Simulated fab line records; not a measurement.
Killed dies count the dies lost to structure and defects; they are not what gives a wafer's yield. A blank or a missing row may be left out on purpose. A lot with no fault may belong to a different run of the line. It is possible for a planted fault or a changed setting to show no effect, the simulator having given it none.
Chamber matching / flow n5-finfet / N5_BEOL_M1_STRIP_36 on rie-diel-03: 4 sister chambers
The step strips in N2/H2. 4 wafers are shown with their chamber, then 7 later ones without.

EACH WAFER AND ITS CHAMBER
wafer=L077.3; chamber=2; showerhead-plenum-p-Torr (Torr)=2.55
wafer=L077.4; chamber=1; showerhead-plenum-p-Torr (Torr)=2.66
wafer=L092.1; chamber=0; showerhead-plenum-p-Torr (Torr)=2.44
wafer=L092.4; chamber=3; showerhead-plenum-p-Torr (Torr)=2.59

WAFERS WHOSE CHAMBER IS MISSING
wafer=L092.6; showerhead-plenum-p-Torr (Torr)=2.44
wafer=L096.2; showerhead-plenum-p-Torr (Torr)=2.44
wafer=L096.4; showerhead-plenum-p-Torr (Torr)=2.58
wafer=L096.5; showerhead-plenum-p-Torr (Torr)=2.64
wafer=L097.1; showerhead-plenum-p-Torr (Torr)=2.44
wafer=L097.2; showerhead-plenum-p-Torr (Torr)=2.64
wafer=L097.5; showerhead-plenum-p-Torr (Torr)=2.44

CHAMBER TAKEN BY EACH
wafer=L092.6; from the rows above=0; in truth=0
wafer=L096.2; from the rows above=0; in truth=0
wafer=L096.4; from the rows above=can't be placed: 3 or 2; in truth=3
wafer=L096.5; from the rows above=1; in truth=1
wafer=L097.1; from the rows above=0; in truth=0
wafer=L097.2; from the rows above=1; in truth=1
wafer=L097.5; from the rows above=0; in truth=0
Correct placement for 6 of the 7. Cannot be placed on the basis of these rows: 1; the candidates contain the true chamber in 1. Wrongly placed: 0.
How it was worked out, from the rows above alone: a wafer's distance from a chamber is the root of the sum, over the readings, of the square of ((its reading less the chamber's mean) divided by the reading's scatter). If the next closest chamber is less than 2 further off than the closest, the wafer can't be placed; otherwise it belongs to the closest. A chamber's mean is the mean of its shown wafers. The scatter: with one shown wafer a chamber, the root of the mean of the squares of how far each hidden wafer lies from its nearest shown one.
